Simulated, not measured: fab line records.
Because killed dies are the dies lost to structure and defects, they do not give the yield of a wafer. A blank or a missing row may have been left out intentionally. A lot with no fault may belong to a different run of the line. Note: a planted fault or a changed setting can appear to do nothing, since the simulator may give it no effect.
Matching of chambers + flow n5 finfet + N5_BEOL_M8_ILD_DEP_00 on pecvd-02 has 3 sister chambers
The step deposits SiCOH lowk from DEMS/porogen, target thk 179.75 nm, time 33.4 s. 6 wafers are shown with their chamber, then 11 later ones without.

== WAFERS, EACH WITH ITS CHAMBER ==
| wafer  | chamber | throttle valve pct (%) | showerhead plenum p Torr (Torr) |
|--------|---------|------------------------|---------------------------------|
| L082.4 | 2       | 13.3                   | 5.733                           |
| L082.5 | 1       | 14.1                   | 5.737                           |
| L085.2 | 0       | 14.4                   | 5.730                           |
| L085.3 | 1       | 14.4                   | 5.738                           |
| L085.6 | 2       | 13.1                   | 5.737                           |
| L088.1 | 0       | 14.3                   | 5.728                           |

== WAFERS WITHOUT THEIR CHAMBER ==
| wafer  | throttle valve pct (%) | showerhead plenum p Torr (Torr) |
|--------|------------------------|---------------------------------|
| L088.2 | 13.1                   | 5.743                           |
| L088.4 | 14.1                   | 5.721                           |
| L091.1 | 12.8                   | 5.735                           |
| L091.2 | 14.6                   | 5.718                           |
| L091.3 | 14.0                   | 5.735                           |
| L095.2 | 13.0                   | 5.752                           |
| L095.4 | 13.1                   | 5.752                           |
| L095.6 | 13.9                   | 5.761                           |
| L097.1 | 13.0                   | 5.729                           |
| L097.2 | 14.2                   | 5.733                           |
| L097.5 | 14.1                   | 5.709                           |

== EACH ONE'S CHAMBER ==
| wafer  | from the rows above     | in truth |
|--------|-------------------------|----------|
| L088.2 | 2                       | 2        |
| L088.4 | 0                       | 0        |
| L091.1 | 2                       | 2        |
| L091.2 | 0                       | 0        |
| L091.3 | can't be placed: 1 or 0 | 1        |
| L095.2 | 2                       | 2        |
| L095.4 | can't be placed: 2 or 1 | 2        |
| L095.6 | can't be placed: 1 or 2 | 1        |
| L097.1 | 2                       | 2        |
| L097.2 | can't be placed: 0 or 1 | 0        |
| L097.5 | 0                       | 0        |
Correct placement for 7 of the 11. These rows do not allow placing 4 (true chamber among the candidates in 4). Number placed wrongly: 0.
How it was worked out, from the rows above alone: a wafer's distance from a chamber is the root of the sum, over the readings, of the square of ((its reading less the chamber's mean) divided by the reading's scatter). If the next closest chamber is less than 2 further off than the closest, the wafer can't be placed; otherwise it belongs to the closest. A chamber's mean is the mean of its shown wafers. The scatter: the root of (the sum of the squares of (reading less its chamber's mean) over the shown wafers, divided by (wafers less chambers)).
